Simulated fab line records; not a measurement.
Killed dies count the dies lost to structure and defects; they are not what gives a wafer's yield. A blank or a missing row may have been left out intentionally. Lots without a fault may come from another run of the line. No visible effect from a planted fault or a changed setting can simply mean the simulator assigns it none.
Matching of chambers -- flow n5-finfet -- N5_GATE_CUT_CMP_61 on cmp-02 has 4 sister chambers
The step polishes, stops on SiNx, t overpolish 3 s. 18 wafers are shown with their chamber, then 9 later ones without.

== WAFERS PAIRED WITH THEIR CHAMBERS ==
wafer,chamber,motor-current-A (A)
L074.1,0,11.8
L074.3,1,13.1
L074.6,3,14.5
L075.2,3,14.8
L075.4,0,11.7
L075.6,0,11.6
L076.1,0,11.1
L076.4,1,13.6
L076.5,2,13.2
L077.1,2,12.3
L077.4,1,12.9
L077.5,2,13.3
L087.1,0,11.8
L087.2,3,15.2
L087.5,0,11.4
L090.3,3,14.9
L090.4,2,13.0
L090.5,2,13.6

SIGNATURES (averages over the wafers above)
reading,chamber 0,chamber 1,chamber 2,chamber 3,scatter within a chamber
motor-current-A,11.567,13.200,13.080,14.850,0.362
Rule: for each reading, subtract the chamber's mean from the wafer's reading, divide by that reading's scatter and square the result; add these up over the readings and take the root, which gives the wafer's distance from the chamber. The wafer belongs to the nearest chamber; if the next one is less than 2 further off, it can't be placed. The scatter: take each reading less its chamber's mean, square it, sum over the shown wafers, divide by the number of wafers less the number of chambers, and take the root.

== WAFERS WITHOUT THEIR CHAMBER ==
wafer,motor-current-A (A)
L091.1,14.3
L091.2,12.9
L091.6,12.9
L094.1,11.3
L094.2,14.8
L094.5,13.7
L097.2,11.5
L097.3,13.7
L097.6,14.2

== THE CHAMBER EACH PASSED THROUGH ==
wafer,from the rows above,in truth
L091.1,can't be placed: 3 or 1 or 2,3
L091.2,can't be placed: 2 or 1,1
L091.6,can't be placed: 2 or 1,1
L094.1,0,0
L094.2,3,3
L094.5,can't be placed: 1 or 2 or 3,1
L097.2,0,0
L097.3,can't be placed: 1 or 2 or 3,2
L097.6,can't be placed: 3 or 1 or 2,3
Correct placement for 3 of the 9. Can't be placed from these rows: 6 (the true chamber is among the candidates in 6). Wrongly placed: 0.
